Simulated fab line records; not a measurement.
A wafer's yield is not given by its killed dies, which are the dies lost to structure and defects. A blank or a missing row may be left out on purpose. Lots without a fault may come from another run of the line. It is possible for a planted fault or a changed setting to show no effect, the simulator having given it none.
Chamber matching    flow n5-finfet    ald-sin-03 running N5_BEOL_M2_ALD_98: 4 sister chambers
The step deposits SiO2, target thk 2.5 nm, pulse time 1 s, co reactant pulse time 1 s. 4 wafers are shown with their chamber, then 10 later ones without.

== EACH WAFER AND ITS CHAMBER ==
wafer   chamber  heater-power-w (W)
L080.5  2        72
L086.4  0        94
L088.3  3        79
L088.4  1        79

== WAFERS WHOSE CHAMBER IS MISSING ==
wafer   heater-power-w (W)
L088.5  81
L089.2  80
L089.3  71
L089.5  97
L094.3  96
L094.4  79
L094.5  99
L095.1  79
L095.4  83
L095.6  71

== WHICH CHAMBER EACH ONE RAN IN ==
wafer   from the rows above      in truth
L088.5  can't be placed: 1 or 3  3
L089.2  can't be placed: 1 or 3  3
L089.3  2                        2
L089.5  0                        0
L094.3  0                        0
L094.4  can't be placed: 1 or 3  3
L094.5  0                        0
L095.1  can't be placed: 1 or 3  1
L095.4  can't be placed: 1 or 3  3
L095.6  2                        2
Correctly placed: 5 of 10. Not placeable from these rows: 5 (in 5, the candidates include the true chamber). Placed wrongly: 0.
How it was worked out, from the rows above alone: a wafer's distance from a chamber is the root of the sum, over the readings, of the square of ((its reading less the chamber's mean) divided by the reading's scatter). If the next closest chamber is less than 2 further off than the closest, the wafer can't be placed; otherwise it belongs to the closest. Each chamber's mean is taken over the wafers shown for it. The scatter (one wafer shown for each chamber): square how far every hidden wafer sits from the nearest shown wafer, average those squares and take the square root.
